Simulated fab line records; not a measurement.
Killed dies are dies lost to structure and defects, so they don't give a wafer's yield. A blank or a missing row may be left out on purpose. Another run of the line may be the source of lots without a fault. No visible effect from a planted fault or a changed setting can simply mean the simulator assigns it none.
fab line records -- flow n5_finfet -- part 1 of 2: steps 1 to 19 of 26
[record] lots = 5, wafers = 15, last_day = 17
route steps=1938 shown HKMG_FIN@447 GATE_CUT@465
lots untouched by any fault: they come from a run of this same line in which no faults occurred
start_h: the number of hours between the record's first day and the start of the first shown wafer of the lot -- wait_h: time in hours since the lot's previous step -- " the same as in the row above -- L1.1+2: one row covering several wafers at once -- - no value, or no start was given -- * or withheld: withheld -- < > ~ a bound
route shown NAME@n: names a module that has steps shown in the file, with the first one's number in the route -- usual: mean/standard deviation taken from wafers without a fault -- same: alike in all rows -- chamber/n: place in a boat -- sites: the reading at each site -- _std_site: how widely they spread, as a standard deviation -- _edge_site: outer sites' mean less inner sites' -- radius_mm: for every site, how far away it sits from the centre of the wafer -- mask NAME#n: copy n -- behind: the tool/chamber that last shaped the wafer -- hold: why the lot went on hold/how many hours it stayed there/how the hold came to an end -- device: which transistor (n, p or np) failed to switch -- end of line: tests of these same wafers at the route's end -- a step without rows: its recipe alone -- killed: the dies lost at the first sort to structure and to defects; this is not the yield of the wafer -- map: a wafer's dies, x killed, . not, _ none there
set.NAME: setting as actually run; set.NAME@STEP: the setting as run at that earlier step -- model.NAME: the simulator's own value behind a step, which no gauge read
lots at some steps of the route; a table a step, a row a wafer
services: from which hour (start_h, from the record's first day; less than 0 if before it) a tool's chamber was out of use, for how many hours, and why
[[steps]]
[step N5_HKMG_FIN_STRIP_88]
[recipe] chemistry = N2/H2, power_w = 2500, temp_c = 300, h2_frac = 0.65, time_s = 360, pressure_mtorr = withheld, n2_flow_sccm = 1750, h2_flow_sccm = 3250
[usual] drypump_motor_current_A = 5.3/0.36, heater_power_w = 498/39
lot.wafer,tool,chamber,start_h,wait_h,drypump_motor_current_A,heater_power_w,rf_hours_counter_h
L074.2,plasma_asher-02,1,77.00,0.0,5.1,536,87
L074.3,plasma_asher-02,0,77.00,0.0,4.8,517,-
L074.4,plasma_asher-02,1,77.00,0.0,5.1,532,-
L076.2,plasma_asher-02,0,90.81,0.0,4.8,506,90
L076.4,plasma_asher-02,0,90.81,0.0,4.9,508,-
L076.6,plasma_asher-02,0,90.81,0.0,4.8,510,-
L077.2,plasma_asher-02,1,93.56,0.0,5.2,539,90
L077.3,plasma_asher-02,0,93.56,0.0,4.8,508,-
L077.6,plasma_asher-02,0,93.56,0.0,4.8,508,-
L083.4,plasma_asher-01,0,131.91,0.1,5.7,475,-
L083.5,plasma_asher-01,1,131.91,0.1,5.7,438,-
L083.6,plasma_asher-01,0,131.91,0.1,5.7,473,-
L093.1,plasma_asher-02,1,192.99,0.0,5.2,531,115
L093.2,plasma_asher-02,0,192.99,0.0,4.8,496,115
L093.5,plasma_asher-02,1,192.99,0.0,5.2,534,-
[step N5_HKMG_FIN_NWFM_ALD_20]
[recipe] material = TiAlC, target_thk_a = 20, temp_c = 300, ald_precursor_family = TiCl4, ald_co_reactant = TEA, pulse_time_s = 3, purge_time_s = 2, co_reactant_purge_time_s = 2, co_reactant_pulse_time_s = 10, ald_cycles = 7, pressure_torr = 3
[usual] heater_power_w = 506/86, precursor_pulse_height_rel = 0.999/0.019
lot.wafer,tool,chamber,start_h,wait_h,heater_power_w,precursor_pulse_height_rel
L074.2,ald_metal-02,3,77.39,0.3,474,1.031
L074.3,ald_metal-02,2,77.39,0.3,464,0.992
L074.4,ald_metal-02,0,77.39,0.3,521,1.023
L076.2,ald_metal-04,1,91.20,0.3,587,1.023
L076.4,ald_metal-04,2,91.20,0.3,421,1.011
L076.6,ald_metal-04,1,91.20,0.3,575,1.013
L077.2,ald_metal-04,2,93.94,0.3,428,0.978
L077.3,ald_metal-04,3,93.94,0.3,633,0.962
L077.6,ald_metal-04,1,93.94,0.3,583,0.987
L083.4,ald_metal-03,1,132.22,0.2,650,1.002
L083.5,ald_metal-03,3,132.22,0.2,525,0.975
L083.6,ald_metal-03,2,132.22,0.2,437,0.962
L093.1,ald_metal-02,1,193.37,0.3,500,0.997
L093.2,ald_metal-02,3,193.37,0.3,470,0.977
L093.5,ald_metal-02,1,193.37,0.3,512,0.974
[step N5_HKMG_FIN_ALD_71]
[recipe] material = TiN, target_thk_a = 10, temp_c = 400, ald_precursor_family = TiCl4, ald_co_reactant = NH3, pulse_time_s = 1, purge_time_s = 3, co_reactant_purge_time_s = 2, co_reactant_pulse_time_s = 2, ald_cycles = 47, pressure_torr = 3
[usual] heater_power_w = 904/150, precursor_pulse_height_rel = 0.999/0.02
lot.wafer,tool,chamber,start_h,wait_h,heater_power_w,precursor_pulse_height_rel
L074.2,ald_metal-02,3,77.49,0.0,845,1.027
L074.3,ald_metal-02,2,77.49,0.0,855,1.002
L074.4,ald_metal-02,0,77.49,0.0,961,0.980
L076.2,ald_metal-04,1,91.30,0.0,1030,0.976
L076.4,ald_metal-04,2,91.30,0.0,757,1.013
L076.6,ald_metal-04,1,91.30,0.0,1025,0.983
L077.2,ald_metal-04,2,94.04,0.0,779,1.001
L077.3,ald_metal-04,3,94.04,0.0,1137,1.005
L077.6,ald_metal-04,1,94.04,0.0,1008,0.982
L083.4,ald_metal-03,1,132.39,0.1,1137,0.945
L083.5,ald_metal-03,3,132.39,0.1,961,0.991
L083.6,ald_metal-03,2,132.39,0.1,789,0.985
L093.1,ald_metal-02,1,193.47,0.0,920,1.047
L093.2,ald_metal-02,3,193.47,0.0,848,0.991
L093.5,ald_metal-02,1,193.47,0.0,912,1.011
[step N5_HKMG_FIN_COAT_66]
[recipe] resist = SOC, temp_c = 250, time_s = 60, spin_rpm = 1500, resist_thk_nm = 300
[usual] resist_line_temp_C = 23.00/0.099
lot.wafer,tool,chamber,start_h,wait_h,resist_line_temp_C
L074.2,litho_track-05,0,77.78,0.2,22.83
L074.3,litho_track-05,0,77.78,0.2,22.91
L074.4,litho_track-05,0,77.78,0.2,22.92
L076.2,litho_track-02,0,91.57,0.2,23.01
L076.4,litho_track-02,0,91.57,0.2,22.94
L076.6,litho_track-02,0,91.57,0.2,22.92
L077.2,litho_track-02,0,94.32,0.2,23.04
L077.3,litho_track-02,0,94.32,0.2,23.08
L077.6,litho_track-02,0,94.32,0.2,22.95
L083.4,litho_track-04,0,132.56,0.0,23.13
L083.5,litho_track-04,0,132.56,0.0,22.99
L083.6,litho_track-04,0,132.56,0.0,23.08
L093.1,litho_track-05,0,193.75,0.2,22.88
L093.2,litho_track-05,0,193.75,0.2,22.95
L093.5,litho_track-05,0,193.75,0.2,22.77
[step N5_HKMG_FIN_ETCH_67]
[recipe] chemistry = N2/H2, target = SOC, target_depth_a = 3889, stop_on = TiN, ion_energy_ev = 100, bias_w = 61, pressure_mtorr = 30, source_w = 850, n2_flow_sccm = 200, h2_flow_sccm = 200
[usual] bias_w = 61.00/0.21, drypump_motor_current_A = 5.5/0.42, oes_product_au = 0.79/0.097, rf_vpp_V = 240.9/1.4, showerhead_plenum_p_Torr = 2.55/0.094, throttle_valve_pct = 17.7/0.4
lot.wafer,tool,chamber,start_h,wait_h,bias_w,drypump_motor_current_A,oes_product_au,rf_hours_counter_h,rf_vpp_V,showerhead_plenum_p_Torr,throttle_valve_pct
L074.2,rie_diel-03,2,77.84,-,60.89,6.0,0.95,6,241.8,2.69,17.3
L074.3,rie_diel-03,3,77.84,-,60.91,5.4,0.83,58,242.3,2.67,17.5
L074.4,rie_diel-03,0,77.84,-,60.97,5.6,0.74,151,240.4,2.44,18.3
L076.2,rie_diel-03,3,91.66,-,61.27,5.4,0.82,64,241.7,2.66,17.5
L076.4,rie_diel-03,2,91.66,-,60.83,6.0,0.93,11,242.3,2.69,17.2
L076.6,rie_diel-03,1,91.66,-,61.22,5.0,0.69,-,239.2,2.42,18.1
L077.2,rie_diel-03,1,94.38,-,60.89,5.0,0.69,233,238.6,2.42,18.1
L077.3,rie_diel-03,2,94.38,-,61.04,6.0,0.93,13,243.7,2.69,17.3
L077.6,rie_diel-03,2,94.38,-,61.09,6.0,0.93,-,241.5,2.69,17.3
L083.4,rie_diel-01,1,132.61,-,60.99,5.0,0.70,203,241.9,2.64,18.4
L083.5,rie_diel-01,2,132.61,-,61.25,5.9,0.68,-,238.7,2.38,18.1
L083.6,rie_diel-01,3,132.61,-,61.01,5.5,0.79,-,239.3,2.56,17.4
L093.1,rie_diel-01,1,193.81,-,60.89,5.0,0.68,229,242.4,2.63,18.4
L093.2,rie_diel-01,3,193.81,-,60.79,5.6,0.75,115,240.6,2.55,17.5
L093.5,rie_diel-01,0,193.81,-,60.66,5.8,0.90,-,242.2,2.59,17.8
[step N5_HKMG_FIN_STRIP_90]
[recipe] chemistry = N2/H2, material = SOC, time_s = 20, power_w = 500, temp_c = 40, pressure_mtorr = 50, rf_frequency_hz = 6e+07, bias_power_w = 8, h2_frac = 0.5, n2_flow_sccm = 300, h2_flow_sccm = 300
[usual] drypump_motor_current_A = 5.6/0.43, oes_product_au = 0.80/0.1, rf_vpp_V = 54.2/0.88, showerhead_plenum_p_Torr = 3.37/0.12, throttle_valve_pct = 18.9/0.71
lot.wafer,tool,chamber,start_h,wait_h,drypump_motor_current_A,oes_product_au,rf_hours_counter_h,rf_vpp_V,showerhead_plenum_p_Torr,throttle_valve_pct
L074.2,rie_diel-03,2,77.90,0.0,6.0,0.97,6,53.9,3.55,18.1
L074.3,rie_diel-03,3,77.90,0.0,5.4,0.82,58,54.6,3.52,18.2
L074.4,rie_diel-03,0,77.90,0.0,5.5,0.73,152,53.7,3.23,19.8
L076.2,rie_diel-03,3,91.72,0.0,5.4,0.81,64,55.0,3.51,18.2
L076.4,rie_diel-03,2,91.72,0.0,6.0,0.95,11,56.4,3.54,18.1
L076.6,rie_diel-03,1,91.72,0.0,5.0,0.70,-,54.8,3.20,19.2
L077.2,rie_diel-03,1,94.44,0.0,5.0,0.71,233,54.3,3.20,19.2
L077.3,rie_diel-03,2,94.44,0.0,6.0,0.96,13,54.4,3.54,18.1
L077.6,rie_diel-03,2,94.44,0.0,6.0,0.94,-,55.2,3.54,18.1
L083.4,rie_diel-01,1,132.67,0.0,5.1,0.72,203,53.7,3.48,20.3
L083.5,rie_diel-01,2,132.67,0.0,5.9,0.69,-,54.7,3.15,19.0
L083.6,rie_diel-01,3,132.67,0.0,5.6,0.79,-,54.1,3.38,18.2
L093.1,rie_diel-01,1,193.87,0.0,5.0,0.70,229,53.6,3.47,20.3
L093.2,rie_diel-01,3,193.87,0.0,5.6,0.77,116,54.1,3.37,18.3
L093.5,rie_diel-01,0,193.87,0.0,5.8,0.93,-,52.5,3.42,19.3
[step N5_HKMG_FIN_WET_ETCH_73]
[recipe] chemistry = SC1, mix = 1:2:40, temp_c = 50, time_s = 42.3, target_depth_nm = 1.3, dry = ipa_marangoni, rinse_time_s = 30, rinse_temp_c = 23
[same] rinse_time_s = 30
lot.wafer,tool,chamber,start_h,wait_h
L074.2+3+4,wet_bench-01,"6,7,3",78.00,0.1
L076.2+4+6,wet_bench-01,"1,2,3",91.82,0.1
L077.2+3+6,wet_bench-06,"1,2,0",94.54,0.1
L083.4+5+6,wet_bench-05,"5,1,4",132.77,0.1
L093.1+2+5,wet_bench-06,"0,5,4",193.97,0.1
[step N5_HKMG_FIN_ETCHBACK_68]
[recipe] chemistry = Cl2/Ar, stop_on = HfO2, target_depth_a = 5, pressure_mtorr = 10, icp_w = 600, bias_w = 60, Cl2_flow_sccm = 40, Ar_flow_sccm = 60
[usual] bias_w = 60.01/0.19, drypump_motor_current_A = 5.9/0.52, mfc_ar_sccm = 59.99/0.21, oes_product_au = 0.69/0.12, throttle_valve_pct = 20.93/0.2
lot.wafer,tool,chamber,start_h,wait_h,bias_w,drypump_motor_current_A,mfc_ar_sccm,oes_product_au,rf_hours_counter_h,throttle_valve_pct
L074.2,rie_metal-03,0,78.05,0.0,60.47,5.9,60.11,0.66,89,21.26
L074.3,rie_metal-03,1,78.05,0.0,60.17,5.4,59.79,0.93,-,20.76
L074.4,rie_metal-03,0,78.05,0.0,59.82,5.9,60.48,0.66,-,21.25
L076.2,rie_metal-03,1,91.88,0.0,59.98,5.4,60.17,0.92,7,20.75
L076.4,rie_metal-03,0,91.88,0.0,60.24,5.9,60.17,0.66,-,21.26
L076.6,rie_metal-03,0,91.88,0.0,60.38,5.9,59.95,0.53,-,21.46
L077.2,rie_metal-03,1,94.64,0.1,59.83,5.4,59.99,0.91,-,20.75
L077.3,rie_metal-03,1,94.64,0.1,59.81,5.4,60.22,0.91,-,20.78
L077.6,rie_metal-03,1,94.64,0.1,59.57,5.4,59.84,0.91,-,20.75
L083.4,rie_metal-03,1,132.87,0.1,60.17,5.4,59.86,0.87,-,20.78
L083.5,rie_metal-03,1,132.87,0.1,60.33,5.4,59.47,0.87,-,20.80
L083.6,rie_metal-03,0,132.87,0.1,60.39,5.9,60.10,0.66,-,21.26
L093.1,rie_metal-02,0,194.03,0.0,60.04,6.5,59.75,0.60,134,21.18
L093.2,rie_metal-02,1,194.03,0.0,59.88,6.2,59.68,0.60,122,20.93
L093.5,rie_metal-02,0,194.03,0.0,59.80,6.5,59.87,0.60,-,21.15
[step N5_HKMG_FIN_STRIP_69]
[recipe] chemistry = N2/H2, power_w = 2500, temp_c = 300, h2_frac = 0.65, time_s = 360, pressure_mtorr = withheld, n2_flow_sccm = 1750, h2_flow_sccm = 3250
[usual] drypump_motor_current_A = 5.3/0.37, heater_power_w = 490/42
lot.wafer,tool,chamber,start_h,wait_h,drypump_motor_current_A,heater_power_w,rf_hours_counter_h
L074.2,plasma_asher-02,1,78.20,0.1,5.1,534,87
L074.3,plasma_asher-02,1,78.20,0.1,5.1,534,-
L074.4,plasma_asher-02,0,78.20,0.1,4.8,509,-
L076.2,plasma_asher-01,1,92.02,0.1,5.7,427,42
L076.4,plasma_asher-01,1,92.02,0.1,5.7,428,-
L076.6,plasma_asher-01,1,92.02,0.1,5.7,421,-
L077.2,plasma_asher-02,0,94.86,0.2,4.8,507,91
L077.3,plasma_asher-02,0,94.86,0.2,4.8,505,-
L077.6,plasma_asher-02,0,94.86,0.2,4.8,524,-
L083.4,plasma_asher-01,0,133.09,0.2,5.8,473,-
L083.5,plasma_asher-01,0,133.09,0.2,5.7,467,-
L083.6,plasma_asher-01,1,133.09,0.2,5.7,443,-
L093.1,plasma_asher-01,0,194.17,0.1,5.7,471,57
L093.2,plasma_asher-01,1,194.17,0.1,5.7,439,57
L093.5,plasma_asher-01,1,194.17,0.1,5.7,442,-
[step N5_HKMG_FIN_ALD_21]
[recipe] material = TiN, target_thk_a = 15, temp_c = 400, ald_precursor_family = TiCl4, ald_co_reactant = NH3, pulse_time_s = 1, purge_time_s = 3, co_reactant_purge_time_s = 2, co_reactant_pulse_time_s = 2, ald_cycles = 68, pressure_torr = 3
[usual] heater_power_w = 915/140, precursor_pulse_height_rel = 1.001/0.021
lot.wafer,tool,chamber,start_h,wait_h,heater_power_w,precursor_pulse_height_rel
L074.2,ald_metal-02,3,78.58,0.3,835,1.005
L074.3,ald_metal-02,0,78.58,0.3,949,0.997
L074.4,ald_metal-02,1,78.58,0.3,906,1.034
L076.2,ald_metal-03,2,92.40,0.3,781,1.006
L076.4,ald_metal-03,3,92.40,0.3,979,0.982
L076.6,ald_metal-03,1,92.40,0.3,1146,1.010
L077.2,ald_metal-03,3,95.24,0.3,947,1.033
L077.3,ald_metal-03,2,95.24,0.3,777,0.951
L077.6,ald_metal-03,1,95.24,0.3,1144,1.012
L083.4,ald_metal-04,0,133.35,0.1,674,0.977
L083.5,ald_metal-04,1,133.35,0.1,1026,1.009
L083.6,ald_metal-04,2,133.35,0.1,775,0.994
L093.1,ald_metal-04,3,194.55,0.3,1107,0.981
L093.2,ald_metal-04,2,194.55,0.3,763,1.027
L093.5,ald_metal-04,0,194.55,0.3,671,1.009
[step N5_HKMG_FIN_ALD_72]
[recipe] material = W, target_thk_a = 20, temp_c = 300, pressure_torr = 7.5, ald_precursor_family = WF6, ald_co_reactant = B2H6, pulse_time_s = 1, purge_time_s = 2, co_reactant_purge_time_s = 2, co_reactant_pulse_time_s = 3, ald_cycles = 7
[usual] heater_power_w = 458/25, precursor_pulse_height_rel = 0.997/0.02
lot.wafer,tool,chamber,start_h,wait_h,heater_power_w,precursor_pulse_height_rel
L074.2,cvd_w-02,1,78.94,0.2,447,1.006
L074.3,cvd_w-02,1,78.94,0.2,445,1.013
L074.4,cvd_w-02,0,78.94,0.2,493,1.019
L076.2,cvd_w-02,0,92.77,0.2,472,0.984
L076.4,cvd_w-02,0,92.77,0.2,479,0.987
L076.6,cvd_w-02,0,92.77,0.2,485,1.015
L077.2,cvd_w-02,0,95.60,0.2,491,0.978
L077.3,cvd_w-02,0,95.60,0.2,478,0.987
L077.6,cvd_w-02,0,95.60,0.2,478,0.990
L083.4,cvd_w-02,1,133.73,0.2,442,1.011
L083.5,cvd_w-02,1,133.73,0.2,450,0.994
L083.6,cvd_w-02,0,133.73,0.2,484,0.982
L093.1,cvd_w-02,0,194.92,0.2,488,0.996
L093.2,cvd_w-02,1,194.92,0.2,463,0.996
L093.5,cvd_w-02,0,194.92,0.2,479,1.000
[step N5_HKMG_FIN_W_FILL_22]
[recipe] material = W, target_thk_a = 600, temp_c = 400, pressure_torr = 39.4, time_s = 18.2
[usual] heater_power_w = 816/44, throttle_valve_pct = 20.0/1.2
lot.wafer,tool,chamber,start_h,wait_h,heater_power_w,throttle_valve_pct
L074.2,cvd_w-02,1,79.00,0.0,789,19.8
L074.3,cvd_w-02,1,79.00,0.0,800,19.6
L074.4,cvd_w-02,0,79.00,0.0,856,20.7
L076.2,cvd_w-02,0,92.83,0.0,894,21.0
L076.4,cvd_w-02,0,92.83,0.0,856,21.1
L076.6,cvd_w-02,0,92.83,0.0,878,21.2
L077.2,cvd_w-02,0,95.67,0.0,851,21.0
L077.3,cvd_w-02,0,95.67,0.0,856,20.8
L077.6,cvd_w-02,0,95.67,0.0,869,21.0
L083.4,cvd_w-02,1,133.78,0.0,801,19.7
L083.5,cvd_w-02,1,133.78,0.0,784,19.7
L083.6,cvd_w-02,0,133.78,0.0,850,21.1
L093.1,cvd_w-02,0,194.98,0.0,853,21.3
L093.2,cvd_w-02,1,194.98,0.0,807,19.9
L093.5,cvd_w-02,0,194.98,0.0,888,21.1
[step N5_HKMG_FIN_PRECLEAN_83]
[recipe] chemistry = DIW, time_s = 57.5, temp_c = 23
lot.wafer,tool,chamber,start_h,wait_h
L074.2+3+4,wet_bench-05,"5,2,4",79.06,0.0
L076.2+4+6,wet_bench-01,"2,0,4",92.89,0.0
L077.2+3+6,wet_bench-01,"2,3,6",95.72,0.0
L083.4+5+6,wet_bench-01,"7,4,1",133.83,0.0
L093.1+2+5,wet_bench-06,"4,6,0",195.04,0.0
[step N5_HKMG_FIN_SRD_84]
[recipe] dry_time_s = 32, dry = n2_spin, spin_rpm = 1500
lot.wafer,tool,chamber,start_h,wait_h
L074.2+3+4,wet_bench-05,"5,2,4",79.08,0.0
L076.2+4+6,wet_bench-01,"2,0,4",92.90,0.0
L077.2+3+6,wet_bench-01,"2,3,6",95.74,0.0
L083.4+5+6,wet_bench-01,"7,4,1",133.85,0.0
L093.1+2+5,wet_bench-06,"4,6,0",195.05,0.0
[step N5_HKMG_FIN_CMP_23]
[recipe] stop_on = SiNx, t_overpolish_s = 10, post_cmp_clean = rinse_only, down_force_psi = 4, platen_rpm = 50.289, pad_velocity_m_s = 1.0006, target_thk_nm = 46.326
[usual] motor_current_A = 12.2/1.7, overpolish_run_s = 10.000/0.0086, time_to_endpoint_s = 12/3.1
lot.wafer,tool,chamber,start_h,wait_h,motor_current_A,overpolish_run_s,time_to_endpoint_s
L074.4,cmp-03,3,79.11,0.0,10.7,9.993,12
L074.3,cmp-03,1,79.11,0.0,11.6,9.981,12
L074.2,cmp-03,2,79.11,0.0,15.4,9.998,8
L076.2,cmp-04,2,92.94,0.0,13.5,9.988,16
L076.4,cmp-04,0,92.94,0.0,11.7,10.002,11
L076.6,cmp-04,3,92.94,0.0,11.4,9.989,13
L077.2,cmp-02,0,95.77,0.0,10.6,10.001,13
L077.3,cmp-02,2,95.77,0.0,12.9,10.013,7
L077.6,cmp-02,1,95.77,0.0,12.6,10.004,3
L083.4,cmp-04,0,134.12,0.3,11.1,9.993,7
L083.5,cmp-04,1,134.12,0.3,13.2,10.001,14
L083.6,cmp-04,2,134.12,0.3,12.5,9.999,16
L093.1,cmp-03,2,195.25,0.2,15.4,10.009,8
L093.2,cmp-03,3,195.25,0.2,10.0,9.992,14
L093.5,cmp-03,0,195.25,0.2,11.7,10.006,17
[step N5_HKMG_FIN_CMP_94]
[recipe] stop_on = SiNx, post_cmp_clean = w_dilute_nh4oh, t_overpolish_s = 4.7, down_force_psi = 4, platen_rpm = 50.289, pad_velocity_m_s = 1.0006, target_thk_nm = 43.299
[usual] motor_current_A = 12.1/1.6
lot.wafer,tool,chamber,start_h,wait_h,motor_current_A
L074.4,cmp-03,3,79.59,0.4,10.5
L074.3,cmp-03,1,79.59,0.4,12.0
L074.2,cmp-03,2,79.59,0.4,14.8
L076.2,cmp-04,2,93.42,0.4,12.6
L076.4,cmp-04,0,93.42,0.4,11.3
L076.6,cmp-04,3,93.42,0.4,10.9
L077.2,cmp-02,0,96.25,0.4,11.5
L077.3,cmp-02,2,96.25,0.4,13.5
L077.6,cmp-02,1,96.25,0.4,13.1
L083.4,cmp-04,0,134.45,0.2,11.2
L083.5,cmp-04,1,134.45,0.2,14.3
L083.6,cmp-04,2,134.45,0.2,12.5
L093.1,cmp-03,2,195.63,0.3,15.9
L093.2,cmp-03,3,195.63,0.3,10.8
L093.5,cmp-03,0,195.63,0.3,11.6
[step N5_HKMG_FIN_INSPECT_28]
[recipe] inspect_instrument = darkfield, mode = post_cmp
[usual] raw_defect_count = 36/15
lot.wafer,tool,chamber,start_h,wait_h,raw_defect_count
L074.2,defect_inspect-02,-,79.83,0.0,27
L074.3,defect_inspect-02,-,79.83,0.0,24
L074.4,defect_inspect-02,-,79.83,0.0,37
L076.2,defect_inspect-01,-,93.65,0.0,25
L076.4,defect_inspect-01,-,93.65,0.0,35
L076.6,defect_inspect-01,-,93.65,0.0,24
L077.2,defect_inspect-02,-,96.49,0.0,58
L077.3,defect_inspect-02,-,96.49,0.0,70
L077.6,defect_inspect-02,-,96.49,0.0,58
L083.4,defect_inspect-01,-,134.60,0.0,59
L083.5,defect_inspect-01,-,134.60,0.0,47
L083.6,defect_inspect-01,-,134.60,0.0,47
L093.1,defect_inspect-01,-,195.80,0.0,30
L093.2,defect_inspect-01,-,195.80,0.0,34
L093.5,defect_inspect-01,-,195.80,0.0,49
[step N5_GATE_CUT_ETCHBACK_00]
[recipe] chemistry = SF6/Cl2, target = W, pressure_mtorr = 8, icp_w = 900, bias_w = 80, SF6_flow_sccm = 40, Cl2_flow_sccm = 60
[usual] bias_w = 80.01/0.26, drypump_motor_current_A = 5.7/0.56, oes_product_au = 0.73/0.12, throttle_valve_pct = 27.44/0.28
lot.wafer,tool,chamber,start_h,wait_h,bias_w,drypump_motor_current_A,oes_product_au,rf_hours_counter_h,throttle_valve_pct
L074.2,rie_metal-01,1,79.86,0.0,80.51,5.8,0.84,25,27.13
L074.3,rie_metal-01,1,79.86,0.0,80.31,5.8,0.84,-,27.15
L074.4,rie_metal-01,0,79.86,0.0,80.21,4.9,0.67,-,27.32
L076.2,rie_metal-03,1,93.72,0.1,79.89,5.4,0.93,-,27.45
L076.4,rie_metal-03,1,93.72,0.1,79.94,5.4,0.91,-,27.46
L076.6,rie_metal-03,1,93.72,0.1,80.16,5.4,0.92,-,27.47
L077.2,rie_metal-03,1,96.56,0.1,80.07,5.4,0.92,-,27.47
L077.3,rie_metal-03,1,96.56,0.1,79.96,5.4,0.92,-,27.47
L077.6,rie_metal-03,1,96.56,0.1,79.78,5.4,0.92,-,27.49
L083.4,rie_metal-01,1,134.67,0.1,79.90,5.8,0.82,-,27.15
L083.5,rie_metal-01,1,134.67,0.1,79.88,5.8,0.82,-,27.15
L083.6,rie_metal-01,0,134.67,0.1,80.29,4.9,0.67,-,27.32
L093.1,rie_metal-01,1,195.83,0.0,80.11,5.8,0.79,38,27.16
L093.2,rie_metal-01,0,195.83,0.0,80.06,4.8,0.65,107,27.35
L093.5,rie_metal-01,0,195.83,0.0,79.98,4.8,0.65,-,27.34
[step N5_GATE_CUT_ETCH_56]
[recipe] chemistry = Cl2/Ar, target = TiN, target_depth_a = 216, pressure_mtorr = 10, icp_w = 600, bias_w = 60, Cl2_flow_sccm = 40, Ar_flow_sccm = 60
[usual] bias_w = 60.01/0.15, drypump_motor_current_A = 5.7/0.56, mfc_ar_sccm = 59.99/0.19, oes_product_au = 0.74/0.12, throttle_valve_pct = 20.80/0.18
lot.wafer,tool,chamber,start_h,wait_h,bias_w,drypump_motor_current_A,mfc_ar_sccm,oes_product_au,rf_hours_counter_h,throttle_valve_pct
L074.2,rie_metal-01,1,79.98,0.1,59.77,5.8,59.92,0.84,25,20.60
L074.3,rie_metal-01,1,79.98,0.1,60.04,5.8,59.55,0.84,-,20.60
L074.4,rie_metal-01,0,79.98,0.1,60.17,4.8,60.06,0.68,-,20.67
L076.2,rie_metal-03,1,93.95,0.2,60.26,5.4,59.89,0.94,-,20.73
L076.4,rie_metal-03,1,93.95,0.2,60.15,5.4,59.86,0.95,-,20.73
L076.6,rie_metal-03,1,93.95,0.2,60.16,5.4,60.07,0.94,-,20.72
L077.2,rie_metal-03,1,96.79,0.2,59.78,5.4,60.04,0.94,-,20.72
L077.3,rie_metal-03,1,96.79,0.2,59.85,5.4,60.04,0.93,-,20.73
L077.6,rie_metal-03,1,96.79,0.2,60.05,5.4,59.96,0.95,-,20.71
L083.4,rie_metal-01,1,134.78,0.1,60.01,5.8,60.11,0.82,-,20.61
L083.5,rie_metal-01,1,134.78,0.1,59.92,5.8,59.83,0.82,-,20.62
L083.6,rie_metal-01,0,134.78,0.1,59.59,4.8,60.05,0.67,-,20.69
L093.1,rie_metal-01,1,195.95,0.1,59.89,5.8,59.80,0.79,38,20.64
L093.2,rie_metal-01,0,195.95,0.1,60.05,4.8,59.90,0.66,107,20.74
L093.5,rie_metal-01,0,195.95,0.1,59.80,4.8,59.86,0.66,-,20.73
